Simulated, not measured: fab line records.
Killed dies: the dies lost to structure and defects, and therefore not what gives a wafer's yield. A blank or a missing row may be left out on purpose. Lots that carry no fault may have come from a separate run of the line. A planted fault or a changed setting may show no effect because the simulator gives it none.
Matching of chambers -- flow n5_finfet -- 4 sister chambers for N5_FIN_SAQP_MANDREL_ETCH_58 on rie_si-06
The step etches a-Si in HBr/Cl2, stops on SiNx, target depth 45 nm, bt time 10 s, time 27 s. 20 wafers are shown with their chamber, then 10 later ones without.

== EACH WAFER AND ITS CHAMBER ==
wafer,chamber,drypump_motor_current_A (A),throttle_valve_pct (%),oes_product_au (a.u.)
L074.3,0,5.7,35.34,0.696
L074.4,3,5.9,35.26,0.704
L074.5,2,5.7,35.59,0.694
L078.1,1,6.2,35.09,0.712
L078.2,3,5.9,35.30,0.701
L078.5,2,5.7,35.56,0.700
L081.1,3,5.9,35.30,0.699
L081.5,0,5.8,35.33,0.688
L081.6,1,6.2,35.07,0.710
L082.2,0,5.7,35.34,0.685
L082.3,2,5.7,35.59,0.688
L082.6,0,5.8,35.32,0.692
L087.1,2,5.7,35.59,0.696
L087.4,0,5.7,35.33,0.702
L087.5,3,5.9,35.27,0.703
L088.1,2,5.7,35.58,0.699
L088.3,3,5.9,35.26,0.710
L088.4,3,5.9,35.26,0.715
L089.1,2,5.7,35.59,0.689
L089.4,3,5.9,35.25,0.716

SIGNATURES, as means of the wafers listed above
reading,chamber 0,chamber 1,chamber 2,chamber 3,scatter within a chamber
drypump_motor_current_A,5.740,6.200,5.700,5.900,0.0274
throttle_valve_pct,35.3320,35.0800,35.5833,35.2714,0.0152
oes_product_au,0.69260,0.71100,0.69433,0.70686,0.00605
Rule: a wafer lies at a distance from a chamber equal to the root of the sum of squares, over the readings, of (its reading less the chamber's mean, divided by the reading's scatter). If the next closest chamber is less than 2 further off than the closest, the wafer can't be placed; otherwise it belongs to the closest. How the scatter is found: for the shown wafers, subtract from each reading the mean of its chamber, square and add these, divide the total by (wafers less chambers), then take the root.

== WAFERS WITH NO CHAMBER GIVEN ==
wafer,drypump_motor_current_A (A),throttle_valve_pct (%),oes_product_au (a.u.)
L089.5,5.8,35.33,0.696
L090.1,5.7,35.58,0.690
L090.2,5.7,35.37,0.683
L090.5,5.7,35.58,0.696
L094.2,5.9,35.27,0.702
L094.3,6.2,35.10,0.705
L094.5,5.7,35.55,0.708
L095.1,6.2,35.12,0.714
L095.3,5.9,35.28,0.696
L095.4,5.7,35.56,0.699

== WHICH CHAMBER EACH WENT THROUGH ==
wafer,from the rows above,in truth
L089.5,0,0
L090.1,2,2
L090.2,0,0
L090.5,2,2
L094.2,3,3
L094.3,1,1
L094.5,2,2
L095.1,1,1
L095.3,3,3
L095.4,2,2
Correct placement for 10 of the 10. From these rows, 0 cannot be placed. Wrongly placed: 0.
